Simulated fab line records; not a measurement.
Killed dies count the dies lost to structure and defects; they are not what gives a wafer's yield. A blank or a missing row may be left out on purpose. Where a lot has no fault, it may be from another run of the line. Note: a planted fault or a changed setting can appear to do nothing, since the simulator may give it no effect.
Which tool did it?	flow n5_finfet	Sampling: 10 lots, 29 wafers, 5 of 1938 route steps

WHAT THE GAUGES SHOWED, per wafer
Not one reading of a measure or inspect step in the record can be checked against a usual standard deviation.

EACH LOT AND THE TOOL THAT RAN IT (in order: tool; ch and the chambers of the sampled wafers; start)
lot	N5_BEOL_M13_VIA_ETCH_16	N5_BEOL_M13_ETCH_67	N5_BEOL_M13_SPUTTER_44	N5_BEOL_M13_ANNEAL_48	N5_PASSIVATION_PROBE_49
L424	rie_diel-04 ch 1,3, day 12 14:26	rie_diel-04 ch 1,2,3, day 12 15:27	pvd_sputter-03, day 12 20:08	rtp_anneal-01 ch 0, day 12 20:50	-
L426	rie_diel-01 ch 1,2,3, day 13 14:27	rie_diel-04 ch 0,2, day 13 15:28	pvd_sputter-01, day 13 16:47	rtp_anneal-01 ch 0, day 13 17:08	-
L428	rie_diel-01 ch 2,3, day 13 18:50	rie_diel-01 ch 0,2,3, day 13 19:44	pvd_sputter-03, day 14 01:11	rtp_anneal-02 ch 0, day 14 01:47	-
L423	rie_diel-05 ch 0,2,3, day 14 07:07	rie_diel-05 ch 0,2,3, day 14 08:01	pvd_sputter-01, day 14 13:42	rtp_anneal-01 ch 0, day 14 14:04	-
L429	rie_diel-01 ch 1,2,3, day 14 07:46	rie_diel-04 ch 0,2, day 14 08:47	pvd_sputter-01, day 14 16:12	rtp_anneal-01 ch 0, day 14 16:37	-
L430	rie_diel-05 ch 0,1, day 15 02:27	rie_diel-04 ch 1,2, day 15 03:34	pvd_sputter-01, day 15 08:19	rtp_anneal-02 ch 0, day 15 09:23	prober-01, day 16 12:46
L432	rie_diel-04 ch 0,3, day 15 21:19	rie_diel-01 ch 2, day 15 22:13	pvd_sputter-01, day 16 01:09	rtp_anneal-02 ch 0, day 16 01:34	-
L443	rie_diel-05 ch 1,2,3, day 18 17:48	rie_diel-04 ch 1,2,3, day 18 18:53	pvd_sputter-01, day 18 23:16	rtp_anneal-02 ch 0, day 18 23:46	-
L444	rie_diel-04 ch 1,2,3, day 18 19:29	rie_diel-04 ch 1,2,3, day 18 20:22	pvd_sputter-03, day 18 23:43	rtp_anneal-01 ch 0, day 19 00:05	-
L445	rie_diel-01 ch 0,1, day 19 17:22	rie_diel-01 ch 0,3, day 19 18:26	pvd_sputter-01, day 19 19:52	rtp_anneal-01 ch 0, day 19 20:22	-
- N5_BEOL_M13_VIA_ETCH_16: etches SiOC in C4F8/O2/Ar, target depth 921.7 nm.
- N5_BEOL_M13_ETCH_67: etches SiARC in CF4, target depth 143 nm, time 238.3 s.
- N5_BEOL_M13_SPUTTER_44: material Ta, target thk 10 nm, time 16.13 s.
- N5_BEOL_M13_ANNEAL_48: time 90 s.
- N5_PASSIVATION_PROBE_49

WHAT THE TOOLS THEMSELVES READ (means of the sampled wafers that have a number; where no wafer has one, the mark that the record gives instead)
N5_BEOL_M13_VIA_ETCH_16. Usual: bias_w 700.2 W (standard deviation 1.9); drypump_motor_current_A 5.7 A (standard deviation 0.41); oes_product_au 0.74 a.u. (standard deviation 0.076); rf_fwd_power_W 2992 W (standard deviation 9.9); rf_vpp_V 664.3 V (standard deviation 2.8); showerhead_plenum_p_Torr 3.38 Torr (standard deviation 0.086); throttle_valve_pct 24.25 % (standard deviation 0.21).
lot	tool	bias_w (W)	drypump_motor_current_A (A)	oes_product_au (a.u.)	rf_fwd_power_W (W)	rf_vpp_V (V)	showerhead_plenum_p_Torr (Torr)	throttle_valve_pct (%)	flag
L424	rie_diel-04	697.8	5.8	0.67	2999	664.1	3.36	24.54	
L426	rie_diel-01	700.8	5.8	0.71	2996	666.0	3.42	24.13	
L428	rie_diel-01	698.8	5.5	0.75	2990	665.7	3.41	24.13	
L423	rie_diel-05	700.8	5.1	0.67	2994	663.5	3.37	24.33	
L429	rie_diel-01	698.3	5.9	0.70	2986	665.9	3.42	24.15	
L430	rie_diel-05	699.4	5.1	0.65	2998	668.7	3.52	24.43	
L432	rie_diel-04	697.8	5.8	0.83	2992	663.8	3.37	24.29	
L443	rie_diel-05	702.2	5.5	0.69	2996	663.9	3.39	24.42	
L444	rie_diel-04	700.0	5.7	0.71	2982	662.3	3.31	24.30	
L445	rie_diel-01	702.7	6.2	0.79	2996	666.6	3.46	23.97	

N5_BEOL_M13_ETCH_67. Usual: bias_w 36.01 W, standard deviation 0.099; drypump_motor_current_A 5.7 A, standard deviation 0.43; etch_rf_on_time_s 235 s, standard deviation 5.9; oes_product_au 0.70 a.u., standard deviation 0.075; rf_fwd_power_W 542.9 W, standard deviation 1.6; rf_vpp_V 183.9 V, standard deviation 1.1; showerhead_plenum_p_Torr 2.12 Torr, standard deviation 0.059; throttle_valve_pct 15.64 %, standard deviation 0.15.
lot	tool	bias_w (W)	drypump_motor_current_A (A)	etch_rf_on_time_s (s)	oes_product_au (a.u.)	rf_fwd_power_W (W)	rf_vpp_V (V)	showerhead_plenum_p_Torr (Torr)	throttle_valve_pct (%)	flag
L424	rie_diel-04	36.00	5.7	237	0.65	543.8	182.9	2.09	15.76	
L426	rie_diel-04	36.03	5.6	237	0.69	543.1	183.2	2.07	15.56	
L428	rie_diel-01	36.07	5.9	232	0.74	542.0	183.7	2.16	15.64	
L423	rie_diel-05	36.05	5.1	233	0.64	542.2	184.2	2.12	15.73	
L429	rie_diel-04	41.07	5.7	229	0.75	545.0	199.8	2.09	15.54	OFF
L430	rie_diel-04	40.96	5.6	232	0.65	543.7	199.3	2.06	15.62	OFF
L432	rie_diel-01	36.01	5.1	232	0.69	543.6	184.8	2.17	15.54	
L443	rie_diel-04	36.04	5.7	236	0.68	543.4	182.5	2.07	15.70	
L444	rie_diel-04	36.02	5.7	233	0.68	543.7	182.4	2.07	15.69	
L445	rie_diel-01	35.93	6.2	237	0.69	541.9	183.7	2.11	15.78	

N5_BEOL_M13_SPUTTER_44. Usual: susceptor_temp_C 49.98 C, standard deviation 0.11; throttle_valve_pct 29.8 %, standard deviation 1.
lot	tool	susceptor_temp_C (C)	throttle_valve_pct (%)	flag
L424	pvd_sputter-03	50.08	30.3	
L426	pvd_sputter-01	50.01	29.7	
L428	pvd_sputter-03	49.95	30.2	
L423	pvd_sputter-01	49.93	30.1	
L429	pvd_sputter-01	50.05	28.6	
L430	pvd_sputter-01	50.03	29.6	
L432	pvd_sputter-01	50.01	30.9	
L443	pvd_sputter-01	50.03	30.0	
L444	pvd_sputter-03	50.02	30.1	
L445	pvd_sputter-01	50.06	29.7	

N5_BEOL_M13_ANNEAL_48. Usual: 225.83 for wafer_temp_C_max, sd 0.22.
lot	tool	wafer_temp_C_max	flag
L424	rtp_anneal-01	225.83	
L426	rtp_anneal-01	225.92	
L428	rtp_anneal-02	225.58	
L423	rtp_anneal-01	225.80	
L429	rtp_anneal-01	225.71	
L430	rtp_anneal-02	225.53	
L432	rtp_anneal-02	225.86	
L443	rtp_anneal-02	225.86	
L444	rtp_anneal-01	226.25	
L445	rtp_anneal-01	226.03	

N5_PASSIVATION_PROBE_49. Usual: defect_limited_yield 91.4 %, standard deviation 1.2; killed_at_M0_to_M3 35, standard deviation 11; killed_at_M4_up 14, standard deviation 6; killed_at_contacts 12, standard deviation 6.7; killed_at_front_end 37, standard deviation 9.7; killed_at_other 3.5, standard deviation 2.5; killed_dies 102, standard deviation 15; killed_open 67, standard deviation 12; killed_short 33, standard deviation 7.3; sort_bin_5_function 5.1 %, standard deviation 0.81; sort_bin_6_memory 3.2 %, standard deviation 0.65; sort_n_pass 1078, standard deviation 15; sort_yield_pct 91.4 %, standard deviation 1.2.
lot	tool	defect_limited_yield (%)	killed_at_M0_to_M3	killed_at_M4_up	killed_at_contacts	killed_at_front_end	killed_at_other	killed_dies	killed_open	killed_short	sort_bin_5_function (%)	sort_bin_6_memory (%)	sort_n_pass	sort_yield_pct (%)	flag
L430	prober-01	92.3	29	15	10	35	2.0	91	59	31	4.7	2.6	1089	92.3	

THE ANSWER, worked out from the rows above alone
Rule: lot off if the mean of its wafers having a number is beyond 3 standard deviations from the usual mean. Also off: a lot with no number at a reading for which 4 or more lots have one. Any other lot the step has rows for is counted as sound. Order of review: gauges by route order, followed by the tools' own readings, for which a lot's mean as printed above is used. The first step at which some lot is off is used, and at that step the reading that is off furthest; a lot without a number counts as furthest.
Off, at N5_BEOL_M13_ETCH_67 on bias_w: L429, L430.
A tool fits if, at that step or a process step before it, it ran every lot that is off, and no sound lot after the first of them. None of those tried fits.

WHAT HAD BEEN PUT IN BY THE SIMULATOR
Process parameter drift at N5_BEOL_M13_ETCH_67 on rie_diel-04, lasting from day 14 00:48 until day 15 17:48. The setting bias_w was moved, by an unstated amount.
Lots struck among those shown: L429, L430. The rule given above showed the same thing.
